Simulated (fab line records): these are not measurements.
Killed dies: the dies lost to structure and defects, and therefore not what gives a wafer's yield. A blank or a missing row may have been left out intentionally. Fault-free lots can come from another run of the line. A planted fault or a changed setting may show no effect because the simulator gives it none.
Which tool did it?    flow n5Finfet    11 lots, 32 wafers sampled, at 1 step of a route of 1938

== WHAT EACH GAUGE READ, for each wafer ==
N5_BEOL_M1_INSPECT_30: inspects for defects (brightfield).
lot   measured      on                rawDefectCount
L523  day 6 13:35   defectInspect-02  408 298 416
L524  day 6 13:38   defectInspect-02  323 343 263
L526  day 6 18:01   defectInspect-02  367 455 328
L528  day 7 12:14   defectInspect-01  319 317 302
L529  day 7 16:16   defectInspect-02  258 373 408
L530  day 7 19:06   defectInspect-02  408 396 238
L533  day 8 17:21   defectInspect-02  371 309 367
L535  day 9 05:52   defectInspect-02  463 381 403
L536  day 9 12:39   defectInspect-02  448 342 421
L537  day 9 16:02   defectInspect-01  302 330
L546  day 11 21:55  defectInspect-02  308 394 392

== WHICH TOOL RAN EACH LOT (tool, then ch and the chambers of the sampled wafers, then the start) ==
The record shows no process step preceding these readings.

== THE ANSWER, worked out from the rows above alone ==
Rule: what is usual is taken from the lots themselves. Put in order of their means at a reading, lots are off if they are a third of the lots or fewer, leave a main group of 4 or more, and stand apart from it by a gap of 3 or more times the standard deviation of the main group's means; of several such gaps the widest counts. If all means in a main group match to the digits the tables above print for the reading, that group is not used. Also off: a lot with no number at a reading for which 4 or more lots have one. The other lots that the step has rows for count as sound.
No lot is off on any of the readings shown, so nothing can be concluded from this.

== WHAT THE SIMULATOR PUT IN ==
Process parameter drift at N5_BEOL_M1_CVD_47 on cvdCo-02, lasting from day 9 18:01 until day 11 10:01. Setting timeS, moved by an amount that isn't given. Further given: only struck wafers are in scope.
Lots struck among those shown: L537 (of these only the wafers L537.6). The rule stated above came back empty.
